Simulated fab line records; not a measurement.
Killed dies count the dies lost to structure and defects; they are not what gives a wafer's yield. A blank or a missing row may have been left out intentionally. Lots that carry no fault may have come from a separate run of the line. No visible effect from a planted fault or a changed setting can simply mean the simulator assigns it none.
Code-filled problem report in 8D (eight disciplines) form	flow n5_finfet	the parts of the form that need people (team, actions taken, sign-off) are left out

1. WHAT IS WRONG
Mean of etch_rf_on_time_s at N5_MOL_CONTACT_COAG_ETCH_89: 6.13 s across 3 wafers in 2 lots; on wafers with no fault it is 10.43 s (standard deviation 0.22). That puts it -20 standard deviations away from the usual mean.
The step: etches underlayer in N2/H2, target depth 13 nm, time 10.4 s.
First seen on wafer L596.5, day 9 23:02, on rie_diel-01. At this step, 27 wafers from 9 lots have a number in the record. Rule for "out" (also "out of limits"): further than 4 standard deviations from the usual mean. All remaining wafers that have a number are taken as sound.

2. WHAT IT IS, WHAT IT ISN'T
question	is	is not
which readings at this step	etch_rf_on_time_s, oes_product_au	bias_w, drypump_motor_current_A, n2_flow_sccm, rf_vpp_V, showerhead_plenum_p_Torr, throttle_valve_pct
which lots	L596, L598	L579, L582, L583, L585, L586, L589, L590
which wafers of those lots	L596.5, L598.3, L598.5	L596.1, L596.6, L598.1
read on which tools	rie_diel-01	rie_diel-02, rie_diel-04
when	from day 9 23:02	up to then (23 sound wafers); but 1 sound wafer of L598 came after

3. WHAT RULES OUT EACH SUSPECT
Counting: if a tool at a process step up to the reading ran every lot that is out, it stays a suspect. Sound lots after the first of them don't rule it out here, since some wafers of a struck lot are sound.
- rie_diel-01 at N5_MOL_CONTACT_COAG_ETCH_89 (etches underlayer in N2/H2, target depth 13 nm, time 10.4 s): kept. Every lot that is out went through it, the first being L596 (day 9 23:02); the last sound lot it ran before that was L590 (day 8 18:07). Its own readings are out on those wafers: etch_rf_on_time_s, oes_product_au.
- Within rie_diel-01 at N5_MOL_CONTACT_COAG_ETCH_89: the wafers that are out ran in chambers 1, 2; their sound lot-mates ran in chamber 0.
The count leaves rie_diel-01 at N5_MOL_CONTACT_COAG_ETCH_89.

4. THE CAUSE (what the simulator had put in)
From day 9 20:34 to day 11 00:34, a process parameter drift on rie_diel-01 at N5_MOL_CONTACT_COAG_ETCH_89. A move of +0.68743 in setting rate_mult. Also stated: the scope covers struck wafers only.
Only this tool survived the counting.

5. SEQUENCE OF EFFECTS, ordered by route
One row per reading whose mean, taken over the struck wafers that have a number, lies over 3 standard deviations from the usual. Scope: only readings with a usual standard deviation given in the record; hours: median across lots of the time from each lot's start at the first step in this table that gives one to its start at this step; sigmas: change in usual standard deviations.
hours	step	reading	usual	on struck wafers	change	sigmas
0	N5_MOL_CONTACT_COAG_ETCH_89	etch_rf_on_time_s	10.43 s	6.13	-4.30	-20
0	N5_MOL_CONTACT_COAG_ETCH_89	oes_product_au	0.65 a.u.	1.05	+0.40	+6.5
The process steps in it:
- N5_MOL_CONTACT_COAG_ETCH_89: etches underlayer in N2/H2, target depth 13 nm, time 10.4 s.
Later measuring or inspecting steps at which every struck wafer that the step has a row for has a number for every such reading, and none has moved that far: N5_BEOL_M4_RC_MEAS_101.

6. WHAT WOULD HAVE CAUGHT IT SOONER
The fault began at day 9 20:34; the first out-of-limits reading in this record came at day 9 23:02, 2 hours later.
